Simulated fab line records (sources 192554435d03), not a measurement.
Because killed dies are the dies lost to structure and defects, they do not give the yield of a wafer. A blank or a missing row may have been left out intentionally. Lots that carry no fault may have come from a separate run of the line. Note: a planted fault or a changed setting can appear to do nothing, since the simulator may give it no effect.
Problem report in the 8D (eight disciplines) form, filled by code | flow n5 finfet | the parts of the form that need people (team, actions taken, sign-off) are left out

## 1. WHAT IS WRONG
Wafers free of any fault read 4.30 (standard deviation 0.076) for CJ_N at N5_BEOL_M4_RC_MEAS_101, against a mean of 5.00 on 9 wafers of 3 lots. That puts it +9.3 standard deviations away from the usual mean.
Earliest sighting: wafer L854.3 on prober-02 at day 9 14:43. The record has a number at this step for 29 wafers belonging to 10 lots. Rule for "out" (also "out of limits"): further than 4 standard deviations from the usual mean. All remaining wafers that have a number are taken as sound.

## 2. WHAT THIS IS AND IS NOT
question                    | is                     | is not
which readings at this step | CJ_N                   | DIBL_N, IOFF_N, IOFF_P, ION_N, SS_N, VT_N, VT_P
which lots                  | L854, L857, L858       | L848, L853, L865, L867, L868, L870, L871
which wafers of those lots  | all that have a number | -
read on which gauges        | prober-01, prober-02   | -
when                        | from day 9 14:43       | up to then (6 sound wafers); but 14 sound wafers of L865, L867, L868, L870, L871 came after

## 3. WHAT RULES OUT EACH SUSPECT
Counting: a tool stays on the suspect list if, at a process step up to the reading, it processed all lots that are out and no sound lot following the first of them.
- the gauge at N5_BEOL_M4_RC_MEAS_101 has been ruled out. 2 gauges (prober-01, prober-02) read the wafers that are out.
- rie diel-06 at N5_ZERO_LAYER_ETCH_17 (etches SiO2 in CF4, target depth 12 nm, time 13.3 s): ruled out as a lasting fault. After its first lot that is out, L854 (day 3 01:10), sound lots L868 ran on it.
- implanter-02 at N5_WELL_APT_IMPLANT_32: ruled out as a lasting fault. After its first lot that is out, L854 (day 3 03:37), sound lots L868, L871 ran on it.
Left after counting: nothing in the record.

## 4. THE CAUSE (what the simulator had put in)
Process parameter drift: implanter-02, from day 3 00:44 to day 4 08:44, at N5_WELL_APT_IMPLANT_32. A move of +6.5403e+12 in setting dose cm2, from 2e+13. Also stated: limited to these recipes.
Counting ruled it out, wrongly: the rule takes a fault to strike every lot that its tool runs from its start on, and this one did not.

## 5. THE EFFECT CHAIN, in route order
One row per reading whose mean, taken over the struck wafers that have a number, lies over 3 standard deviations from the usual. Only readings for which the record gives a usual standard deviation are gone through. hours: the time from each lot's start at the first step in this table that gives one to its start at this step, as a median over the lots. sigmas: the change in usual standard deviations.
hours | step                   | reading            | usual      | on struck wafers | change      | sigmas
0     | N5_WELL_APT_IMPLANT_32 | dose ions cm2      | 1.9999e+13 | 2.6532e+13       | +6.5327e+12 | +99 or more
0     | N5_WELL_APT_IMPLANT_32 | faraday current uA | 254        | 338              | +84         | +16
152   | N5_BEOL_M4_RC_MEAS_101 | CJ_N               | 4.30       | 5.00             | +0.70       | +9.3
It contains these process steps:
- N5_WELL_APT_IMPLANT_32

## 6. WHAT WOULD HAVE CAUGHT IT SOONER
Counted from the fault's start at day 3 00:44, it took 158 hours until the first out-of-limits reading at a measuring or inspecting step in this record, taken at day 9 14:43.
At N5_WELL_APT_IMPLANT_32, the tool's own readings (dose ions cm2, faraday current uA) were out on each struck wafer the step has a row for, so an alarm limit on them would have fired on the first such wafer.
